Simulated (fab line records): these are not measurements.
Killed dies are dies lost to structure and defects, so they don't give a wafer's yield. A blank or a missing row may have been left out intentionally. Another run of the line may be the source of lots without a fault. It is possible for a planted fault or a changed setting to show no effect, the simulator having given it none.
A single fault, viewed from 2 desks    flow nandHarc    each desk has only its own numbers; what lay behind them comes last

TOOL OWNER'S DESK, cvdW-01
The tool's own readings at NHARC_P_CONTACT_CVD_23 (deposits W, target thk 200 nm, time 557 s): means of the sampled wafers that have a number, for each lot that ran on this tool. Any lot whose mean is over 4 standard deviations away from the usual mean is out of limits and marked OUT; that distance is given in the brackets.
Columns: A = heaterPowerW at NHARC_P_CONTACT_CVD_23, usual 470 W; B = throttleValvePct at NHARC_P_CONTACT_CVD_23, usual 8.1 %
lot   first seen here  A    B
L357  day 8 23:41      481  8.2
L358  day 9 01:01      492  8.6
L360  day 9 16:26      471  8.1
L363  day 10 01:42     477  8.2
L362  day 10 03:09     486  8.3
Finding of this desk: none of the 5 lots has anything out of limits.

AT THE METROLOGY DESK
Lot by lot, what the gauges showed, no matter which tool ran the lot: averages of those sampled wafers that carry a number. Any lot whose mean is over 4 standard deviations away from the usual mean is out of limits and marked OUT; that distance is given in the brackets.
Columns: A = overlayXNm at NHARC_P_CONTACT_OVL_MEAS_13, usual -0.3 nm; B = overlayYNm at NHARC_P_CONTACT_OVL_MEAS_13, usual 0.0 nm; C = overlayXNm at NHARC_P_M0_OVL_MEAS_10, usual 0.2 nm; D = overlayYNm at NHARC_P_M0_OVL_MEAS_10, usual 0.1 nm
lot   first seen here  A     B     C     D
L345  day 5 10:36      -2.1  -0.3  1.1   -0.5
L346  day 6 03:11      -0.2  -1.1  0.7   -2.1
L348  day 6 09:34      0.3   0.3   0.5   0.4
L349  day 6 19:20      -0.4  0.3   -0.0  -0.7
L351  day 6 19:58      -0.2  -0.7  1.6   0.0
L354  day 7 15:01      -0.9  0.3   -0.4  0.2
L357  day 8 21:07      -0.4  -0.3  -0.1  0.3
L358  day 8 22:43      -0.2  -0.0  -0.2  0.6
L360  day 9 11:11      -0.8  -0.3  -0.7  1.5
L363  day 9 22:31      0.2   -1.4  0.0   0.2
L362  day 10 00:32     1.6   0.3   -0.1  -0.7
L367  day 11 03:07     -0.2  0.8   0.1   -0.1
Finding of this desk: none of the 12 lots has anything out of limits.

BROUGHT TOGETHER
Nothing out of limits was seen by the tool owner's desk.
From the metrology desk's view, nothing was out of limits.

WHAT HAD BEEN PUT IN BY THE SIMULATOR
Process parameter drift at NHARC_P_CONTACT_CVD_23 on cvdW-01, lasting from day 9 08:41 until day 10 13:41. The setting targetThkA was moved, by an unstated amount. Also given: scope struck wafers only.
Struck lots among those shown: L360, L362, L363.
